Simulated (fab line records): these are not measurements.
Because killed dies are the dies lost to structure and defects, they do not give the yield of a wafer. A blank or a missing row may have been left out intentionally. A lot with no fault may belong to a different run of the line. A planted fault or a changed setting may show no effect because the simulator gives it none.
fab line records	flow nandHarc	part 2 of 2: steps 5 to 6 of 6
record: lots: 22	wafers: 66	lastDay: 33
route steps=1302 shown A_SGD_CUT@902 A_SLIT@936 A_CONTACT@1012
lots with no fault: from the same line, run without faults
startH: the number of hours between the record's first day and the start of the first shown wafer of the lot	waitH: time in hours since the lot's previous step	" identical to the entry in the row above	L1.1+2: several wafers, shown together as one row	- no value present, or no start provided	* or withheld: withheld	< > ~ a bound
route shown NAME@n: names a module that has steps shown in the file, with the first one's number in the route	usual: average and standard deviation across the fault-free wafers	same: alike in all rows	chamber/n: place in a boat	sites: readings site by site	_std_site: the standard deviation of these	_edge_site: inner sites' mean taken away from outer sites' mean	radiusMm: how far each site lies from the wafer's centre	mask NAME#n: copy n	behind: the most recent tool/chamber to have shaped the wafer	hold: what put the lot on hold/how long, in hours/how the hold closed	device: whichever transistor did not switch (one of n, p or np)	end of line: the route-end tests of the same wafers	for a step that has no rows: nothing shown but its recipe	killed: dies lost to structure and defects at the first sort, not the wafer's yield	map: a wafer's dies, x killed, . not, _ none there
set.NAME: the setting that was run; set.NAME@STEP: the one run at that earlier step	model.NAME: the simulator's own value behind a step, which no gauge read
the route's steps for a sample of lots (tables are steps, rows are wafers)
services: a tool's chamber out of use, with start hour (startH, from the record's first day; less than 0 if before it), hours out, and reason
== steps ==
step: NHARC_A_CONTACT_ETCH_118
recipe: sourceW: withheld	pressureMtorr: 20	biasV: 3000	timeS: 190	targetDepthA: 18500	arFlowSccm: withheld	c4f8FlowSccm: withheld	o2FlowSccm: withheld	chemistry: C4F8/O2/Ar
usual: chamberPressureMTorr: 20.000/0.018	oesAirLineAu: 1.000/0.022
lot.wafer	tool	chamber	startH	waitH	chamberPressureMTorr	oesAirLineAu	rfHoursCounterH
L074.2	harCapEtch-02	0	506.07	0.1	19.980	1.029	86
L074.3	"	0	"	"	19.989	1.020	-
L074.6	"	0	"	"	20.007	1.044	-
L075.4	harCapEtch-03	1	509.21	0.1	20.007	0.965	-
L075.5	"	1	"	"	20.000	1.013	-
L075.6	"	0	"	"	20.015	0.982	-
L076.2	harCapEtch-01	1	522.91	0.2	20.003	1.021	3
L076.3	"	0	"	"	19.986	1.005	-
L076.6	"	0	"	"	20.009	0.993	-
L078.1	harCapEtch-02	0	540.86	0.1	19.979	0.987	94
L078.3	"	1	"	"	19.990	1.006	-
L078.6	"	1	"	"	20.010	0.980	-
L079.1	harCapEtch-01	0	543.27	0.3	20.029	1.026	7
L079.4	"	0	"	"	19.987	1.005	-
L079.5	"	0	"	"	19.981	1.010	-
L080.1	harCapEtch-01	1	569.61	0.1	19.970	1.039	11
L080.2	"	0	"	"	19.996	0.988	11
L080.4	"	0	"	"	20.002	0.996	-
L081.2	harCapEtch-02	0	570.76	0.1	20.027	1.030	99
L081.3	"	0	"	"	19.987	1.018	-
L081.4	"	1	"	"	19.999	0.986	-
L083.3	harCapEtch-03	0	588.43	0.1	20.050	0.989	-
L083.5	"	0	"	"	19.986	1.011	-
L083.6	"	1	"	"	19.992	1.009	-
L085.2	harCapEtch-02	0	598.07	0.1	20.032	0.945	105
L085.4	"	1	"	"	19.997	1.012	-
L085.5	"	0	"	"	19.970	0.965	-
L084.2	harCapEtch-03	0	602.94	0.1	19.994	1.028	62
L084.3	"	1	"	"	20.007	0.997	-
L084.6	"	1	"	"	19.959	0.972	-
L086.3	harCapEtch-02	1	615.27	0.2	20.021	1.008	-
L086.6	"	1	"	"	20.023	0.982	-
L086.5	"	0	"	"	20.011	0.986	-
L087.1	harCapEtch-01	1	632.39	0.2	19.997	1.011	23
L087.6	"	0	"	"	19.985	1.003	-
L087.5	"	1	"	"	19.980	1.047	-
L089.1	harCapEtch-02	1	644.12	0.1	19.994	0.977	112
L089.5	"	1	"	"	19.980	0.943	-
L089.6	"	0	"	"	20.031	0.978	-
L088.2	harCapEtch-01	1	644.17	0.2	19.996	1.009	25
L088.3	"	0	"	"	20.021	1.008	-
L088.6	"	0	"	"	19.990	1.000	-
L090.2	harCapEtch-02	1	652.05	0.1	20.010	1.011	115
L090.1	"	0	"	"	20.033	0.993	115
L090.5	"	1	"	"	19.988	1.000	-
L091.2	harCapEtch-01	1	654.64	0.1	20.003	1.021	27
L091.4	"	1	"	"	20.022	1.007	-
L091.5	"	1	"	"	20.003	0.991	-
L092.1	harCapEtch-03	1	671.62	0.1	20.011	1.003	75
L092.3	"	0	"	"	19.992	1.008	-
L092.5	"	0	"	"	19.994	0.989	-
L094.1	harCapEtch-03	0	687.15	0.1	19.993	0.976	77
L094.2	"	1	"	"	20.022	1.032	77
L094.3	"	1	"	"	20.010	1.004	-
L093.1	harCapEtch-02	0	687.23	0.1	19.996	0.999	123
L093.2	"	1	"	"	20.012	0.990	123
L093.4	"	1	"	"	19.972	1.006	-
L095.1	harCapEtch-03	1	705.82	0.2	20.013	1.009	81
L095.4	"	0	"	"	19.975	0.996	-
L095.3	"	1	"	"	20.000	1.007	-
L096.2	harCapEtch-01	0	717.55	0.1	20.001	0.996	37
L096.4	"	1	"	"	20.004	0.988	-
L096.6	"	0	"	"	19.986	1.003	-
L097.1	harCapEtch-02	0	719.84	0.1	19.978	0.975	128
L097.4	"	0	"	"	20.013	0.989	-
L097.3	"	1	"	"	20.000	1.000	-
step: NHARC_A_CONTACT_ETCH_119
recipe: sourceW: withheld	pressureMtorr: 20	biasV: 3000	timeS: 190	targetDepthA: 18500	arFlowSccm: withheld	c4f8FlowSccm: withheld	o2FlowSccm: withheld	chemistry: C4F8/O2/Ar
usual: chamberPressureMTorr: 20.000/0.018	oesAirLineAu: 0.999/0.02
lot.wafer	tool	chamber	startH	waitH	chamberPressureMTorr	oesAirLineAu	rfHoursCounterH
L074.2	harCapEtch-02	0	506.24	0.1	20.053	0.992	86
L074.3	"	0	"	"	20.012	0.982	-
L074.6	"	0	"	"	20.008	1.004	-
L075.4	harCapEtch-03	1	509.39	0.1	19.988	1.008	-
L075.5	"	1	"	"	19.996	0.997	-
L075.6	"	0	"	"	19.993	1.009	-
L076.2	harCapEtch-01	1	523.14	0.2	20.009	0.983	3
L076.3	"	0	"	"	20.016	0.986	-
L076.6	"	0	"	"	19.991	1.002	-
L078.1	harCapEtch-02	0	541.03	0.1	20.007	1.012	94
L078.3	"	1	"	"	19.976	0.980	-
L078.6	"	1	"	"	19.992	0.988	-
L079.1	harCapEtch-01	0	543.58	0.3	19.997	1.008	7
L079.4	"	0	"	"	20.012	1.031	-
L079.5	"	0	"	"	20.036	1.003	-
L080.1	harCapEtch-01	1	569.78	0.1	20.006	1.006	11
L080.2	"	0	"	"	19.995	0.981	11
L080.4	"	0	"	"	20.001	0.986	-
L081.2	harCapEtch-02	0	570.93	0.1	19.998	1.028	99
L081.3	"	0	"	"	19.989	0.974	-
L081.4	"	1	"	"	19.990	1.016	-
L083.3	harCapEtch-03	0	588.60	0.1	20.010	1.038	-
L083.5	"	0	"	"	20.006	1.013	-
L083.6	"	1	"	"	19.995	1.027	-
L085.2	harCapEtch-02	0	598.24	0.1	20.004	0.989	105
L085.4	"	1	"	"	19.990	1.034	-
L085.5	"	0	"	"	20.024	0.999	-
L084.2	harCapEtch-03	0	603.12	0.1	19.987	0.957	62
L084.3	"	1	"	"	19.989	1.008	-
L084.6	"	1	"	"	20.035	0.989	-
L086.3	harCapEtch-02	1	615.50	0.2	19.978	1.016	-
L086.6	"	1	"	"	20.021	1.003	-
L086.5	"	0	"	"	19.962	0.965	-
L087.1	harCapEtch-01	1	632.62	0.2	19.986	0.985	23
L087.6	"	0	"	"	20.013	0.995	-
L087.5	"	1	"	"	19.978	1.011	-
L089.1	harCapEtch-02	1	644.29	0.1	19.989	1.000	112
L089.5	"	1	"	"	20.013	0.996	-
L089.6	"	0	"	"	19.986	0.979	-
L088.2	harCapEtch-01	1	644.40	0.2	19.993	0.931	25
L088.3	"	0	"	"	20.046	0.988	-
L088.6	"	0	"	"	19.991	0.996	-
L090.2	harCapEtch-02	1	652.23	0.1	20.015	1.021	115
L090.1	"	0	"	"	19.995	1.001	115
L090.5	"	1	"	"	19.993	0.995	-
L091.2	harCapEtch-01	1	654.81	0.1	20.006	1.005	27
L091.4	"	1	"	"	19.999	0.978	-
L091.5	"	1	"	"	19.996	0.968	-
L092.1	harCapEtch-03	1	671.79	0.1	20.044	1.017	75
L092.3	"	0	"	"	20.018	1.015	-
L092.5	"	0	"	"	20.045	0.992	-
L094.1	harCapEtch-03	0	687.32	0.1	19.995	0.988	77
L094.2	"	1	"	"	19.998	0.995	77
L094.3	"	1	"	"	19.987	1.000	-
L093.1	harCapEtch-02	0	687.40	0.1	19.995	0.992	123
L093.2	"	1	"	"	19.992	0.997	123
L093.4	"	1	"	"	20.002	0.974	-
L095.1	harCapEtch-03	1	706.05	0.2	19.997	1.019	81
L095.4	"	0	"	"	20.022	1.024	-
L095.3	"	1	"	"	19.983	0.990	-
L096.2	harCapEtch-01	0	717.72	0.1	19.992	0.995	37
L096.4	"	1	"	"	20.018	1.027	-
L096.6	"	0	"	"	19.993	0.963	-
L097.1	harCapEtch-02	0	720.01	0.1	20.016	1.031	129
L097.4	"	0	"	"	19.989	1.011	-
L097.3	"	1	"	"	19.997	1.002	-
== services ==
tool	chamber	startH	hours	kind
rieDiel-07	-	430.03	2.1	repair
rieDiel-06	0	437.00	9.5	repair
harCapEtch-01	-	443.34	0.3	repair
rieDiel-13	3	456.70	6.9	repair
harCapEtch-02	-	468.29	1.4	repair
rieDiel-07	-	471.20	9.0	pm
rieDiel-07	2	483.11	7.7	repair
rieDiel-06	-	484.20	9.0	pm
harCapEtch-01	-	497.00	17.0	pm
rieDiel-02	2	497.96	5.3	repair
rieDiel-13	-	519.08	9.0	pm
rieDiel-13	1	530.45	3.8	repair
rieDiel-02	-	532.15	0.4	repair
rieDiel-02	-	570.70	9.0	pm
rieDiel-07	-	580.20	0.3	repair
rieDiel-13	2	609.33	8.8	repair
harCapEtch-01	-	616.27	0.9	repair
harCapEtch-02	-	631.68	0.3	repair
rieDiel-07	-	648.20	9.0	pm
rieDiel-13	1	650.68	2.6	repair
rieDiel-06	-	661.20	9.0	pm
rieDiel-06	0	680.35	5.9	repair
rieDiel-07	0	680.51	26.3	repair
rieDiel-13	-	696.08	9.0	pm
